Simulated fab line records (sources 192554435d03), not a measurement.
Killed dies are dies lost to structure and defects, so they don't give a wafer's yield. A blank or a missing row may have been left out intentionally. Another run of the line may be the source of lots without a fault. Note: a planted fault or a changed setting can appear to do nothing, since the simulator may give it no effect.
Chamber matching || flow n5Finfet || N5_BEOL_M5_ETCH_75 on rieDiel-03 has 4 sister chambers
The step etches underlayer in N2/H2, target depth 6.5 nm, time 5.2 s. 16 wafers are shown with their chamber, then 8 later ones without.

## EACH WAFER AND ITS CHAMBER
{"wafer": "L075.3", "chamber": 3, "showerheadPlenumPTorr (Torr)": 2.63, "drypumpMotorCurrentA (A)": 5.3, "throttleValvePct (%)": 17.87}
{"wafer": "L075.4", "chamber": 0, "showerheadPlenumPTorr (Torr)": 2.67, "drypumpMotorCurrentA (A)": 5.7, "throttleValvePct (%)": 18.14}
{"wafer": "L075.6", "chamber": 2, "showerheadPlenumPTorr (Torr)": 2.43, "drypumpMotorCurrentA (A)": 5.5, "throttleValvePct (%)": 18.09}
{"wafer": "L081.2", "chamber": 0, "showerheadPlenumPTorr (Torr)": 2.66, "drypumpMotorCurrentA (A)": 5.7, "throttleValvePct (%)": 18.16}
{"wafer": "L081.5", "chamber": 2, "showerheadPlenumPTorr (Torr)": 2.42, "drypumpMotorCurrentA (A)": 5.5, "throttleValvePct (%)": 18.14}
{"wafer": "L081.6", "chamber": 3, "showerheadPlenumPTorr (Torr)": 2.62, "drypumpMotorCurrentA (A)": 5.3, "throttleValvePct (%)": 17.90}
{"wafer": "L083.3", "chamber": 2, "showerheadPlenumPTorr (Torr)": 2.42, "drypumpMotorCurrentA (A)": 5.5, "throttleValvePct (%)": 18.15}
{"wafer": "L083.4", "chamber": 1, "showerheadPlenumPTorr (Torr)": 2.52, "drypumpMotorCurrentA (A)": 5.8, "throttleValvePct (%)": 18.02}
{"wafer": "L083.5", "chamber": 2, "showerheadPlenumPTorr (Torr)": 2.42, "drypumpMotorCurrentA (A)": 5.5, "throttleValvePct (%)": 18.16}
{"wafer": "L084.3", "chamber": 2, "showerheadPlenumPTorr (Torr)": 2.42, "drypumpMotorCurrentA (A)": 5.5, "throttleValvePct (%)": 18.16}
{"wafer": "L084.4", "chamber": 3, "showerheadPlenumPTorr (Torr)": 2.62, "drypumpMotorCurrentA (A)": 5.2, "throttleValvePct (%)": 17.92}
{"wafer": "L084.6", "chamber": 2, "showerheadPlenumPTorr (Torr)": 2.42, "drypumpMotorCurrentA (A)": 5.5, "throttleValvePct (%)": 18.13}
{"wafer": "L090.2", "chamber": 2, "showerheadPlenumPTorr (Torr)": 2.42, "drypumpMotorCurrentA (A)": 5.5, "throttleValvePct (%)": 18.18}
{"wafer": "L090.5", "chamber": 1, "showerheadPlenumPTorr (Torr)": 2.51, "drypumpMotorCurrentA (A)": 5.8, "throttleValvePct (%)": 18.05}
{"wafer": "L090.6", "chamber": 2, "showerheadPlenumPTorr (Torr)": 2.42, "drypumpMotorCurrentA (A)": 5.5, "throttleValvePct (%)": 18.17}
{"wafer": "L091.1", "chamber": 1, "showerheadPlenumPTorr (Torr)": 2.51, "drypumpMotorCurrentA (A)": 5.8, "throttleValvePct (%)": 18.05}

SIGNATURES (means of the wafers above)
{"reading": "showerheadPlenumPTorr", "chamber 0": 2.6650, "chamber 1": 2.5133, "chamber 2": 2.4213, "chamber 3": 2.6233, "scatter within a chamber": 0.00475}
{"reading": "drypumpMotorCurrentA", "chamber 0": 5.700, "chamber 1": 5.800, "chamber 2": 5.500, "chamber 3": 5.267, "scatter within a chamber": 0.0236}
{"reading": "throttleValvePct", "chamber 0": 18.1500, "chamber 1": 18.0400, "chamber 2": 18.1475, "chamber 3": 17.8967, "scatter within a chamber": 0.0252}
Rule: a wafer lies at a distance from a chamber equal to the root of the sum of squares, over the readings, of (its reading less the chamber's mean, divided by the reading's scatter). The wafer belongs to the nearest chamber; if the next one is less than 2 further off, it can't be placed. The scatter: the root of (the sum of the squares of (reading less its chamber's mean) over the shown wafers, divided by (wafers less chambers)).

## WAFERS WITHOUT THEIR CHAMBER
{"wafer": "L091.2", "showerheadPlenumPTorr (Torr)": 2.65, "drypumpMotorCurrentA (A)": 5.6, "throttleValvePct (%)": 18.20}
{"wafer": "L091.6", "showerheadPlenumPTorr (Torr)": 2.62, "drypumpMotorCurrentA (A)": 5.3, "throttleValvePct (%)": 17.90}
{"wafer": "L096.2", "showerheadPlenumPTorr (Torr)": 2.65, "drypumpMotorCurrentA (A)": 5.6, "throttleValvePct (%)": 18.23}
{"wafer": "L096.4", "showerheadPlenumPTorr (Torr)": 2.51, "drypumpMotorCurrentA (A)": 5.7, "throttleValvePct (%)": 18.08}
{"wafer": "L096.5", "showerheadPlenumPTorr (Torr)": 2.61, "drypumpMotorCurrentA (A)": 5.3, "throttleValvePct (%)": 17.97}
{"wafer": "L097.1", "showerheadPlenumPTorr (Torr)": 2.61, "drypumpMotorCurrentA (A)": 5.3, "throttleValvePct (%)": 17.95}
{"wafer": "L097.3", "showerheadPlenumPTorr (Torr)": 2.65, "drypumpMotorCurrentA (A)": 5.7, "throttleValvePct (%)": 18.22}
{"wafer": "L097.5", "showerheadPlenumPTorr (Torr)": 2.51, "drypumpMotorCurrentA (A)": 5.8, "throttleValvePct (%)": 18.07}

## THE CHAMBER EACH PASSED THROUGH
{"wafer": "L091.2", "from the rows above": 0, "in truth": 0}
{"wafer": "L091.6", "from the rows above": 3, "in truth": 3}
{"wafer": "L096.2", "from the rows above": 0, "in truth": 0}
{"wafer": "L096.4", "from the rows above": 1, "in truth": 1}
{"wafer": "L096.5", "from the rows above": 3, "in truth": 3}
{"wafer": "L097.1", "from the rows above": 3, "in truth": 3}
{"wafer": "L097.3", "from the rows above": 0, "in truth": 0}
{"wafer": "L097.5", "from the rows above": 1, "in truth": 1}
Correct placement for 8 of the 8. Not placeable from these rows: 0. Wrongly placed: 0.
